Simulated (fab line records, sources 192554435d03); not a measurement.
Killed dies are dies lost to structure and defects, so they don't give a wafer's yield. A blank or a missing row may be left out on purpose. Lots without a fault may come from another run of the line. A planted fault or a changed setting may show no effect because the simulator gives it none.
Problem report in the 8D (eight disciplines) form, filled by code | flow n5_finfet | the parts of the form that need people (team, actions taken, sign-off) are left out

1. THE PROBLEM
killed_at_front_end at N5_PASSIVATION_PROBE_49 reads a mean of 131 on 6 wafers of 2 lots; wafers without a fault read 40 with a standard deviation of 10. That is +9.1 standard deviations from the usual mean.
First seen on wafer L438.2, day 17 17:31, on prober-01. The record holds 9 wafers of 3 lots with a number at this step. Rule for "out", or "out of limits": more than 4 standard deviations from the usual mean. The other wafers with a number count as sound.

2. WHAT IT IS AND WHAT IT IS NOT
question                    | is                                       | is not
which readings at this step | killed_at_front_end, sort_bin_5_function | killed_at_M0_to_M3, killed_at_contacts, killed_short
which lots                  | L438, L440                               | L447
which wafers of those lots  | all that have a number                   | -
read on which tools         | prober-01                                | prober-02
when                        | from day 17 17:31                        | up to then (0 sound wafers); but 3 sound wafers of L447 came after

3. SUSPECTS, AND WHAT RULES EACH OUT
Counting: a tool at a process step up to the reading stays a suspect if it ran every lot that is out and no sound lot after the first of them.
- wet_bench-01 at N5_DUMMY_GATE_PRECLEAN_46 (cleans in DIW, time 89.5 s): kept. It ran every lot that is out, first L438 (day 6 06:59), and no sound lot after that.
- prober-01 at N5_PASSIVATION_PROBE_49: kept. It ran every lot that is out, first L438 (day 17 17:31), and no sound lot after that. Its own readings are out on those wafers: killed_at_front_end, sort_bin_5_function.
Left after counting: wet_bench-01 at N5_DUMMY_GATE_PRECLEAN_46, prober-01 at N5_PASSIVATION_PROBE_49.

4. THE CAUSE (what the simulator had put in)
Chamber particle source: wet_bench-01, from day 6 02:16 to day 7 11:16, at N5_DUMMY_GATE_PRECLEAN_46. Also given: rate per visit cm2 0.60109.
Counting left 2 suspects, and this tool is among them.

5. THE CHAIN OF EFFECTS, in route order
Each row: a reading whose mean over the struck wafers that have a number lies more than 3 standard deviations from the usual. Only readings for which the record gives a usual standard deviation are gone through. hours: the time from each lot's start at the first step in this table that gives one to its start at this step, as a median over the lots. sigmas: the change in usual standard deviations.
hours | step                    | reading              | usual  | on struck wafers | change | sigmas
0     | N5_PASSIVATION_PROBE_49 | defect_limited_yield | 91.3 % | 83.8             | -7.5   | -5.3
0     | N5_PASSIVATION_PROBE_49 | killed_at_front_end  | 40     | 131              | +91    | +9.1
0     | N5_PASSIVATION_PROBE_49 | killed_dies          | 103    | 191              | +88    | +5.2
0     | N5_PASSIVATION_PROBE_49 | killed_on_rim        | 13     | 28               | +14    | +3.4
0     | N5_PASSIVATION_PROBE_49 | sort_bin_5_function  | 5.1 %  | 10.7             | +5.6   | +5.8
0     | N5_PASSIVATION_PROBE_49 | sort_n_pass          | 1077   | 989              | -88    | -5.2
0     | N5_PASSIVATION_PROBE_49 | sort_yield_pct       | 91.2 % | 83.8             | -7.4   | -5.3
The process steps in it:
- N5_PASSIVATION_PROBE_49

6. WHAT WOULD HAVE CAUGHT IT SOONER
In this record the first reading out of limits was taken at day 17 17:31, 279 hours after the fault began at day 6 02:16.
All the lots that are out (2) had begun N5_DUMMY_GATE_PRECLEAN_46 on wet_bench-01 by day 17 17:31. A hold on the tool at that time would have spared none of them.
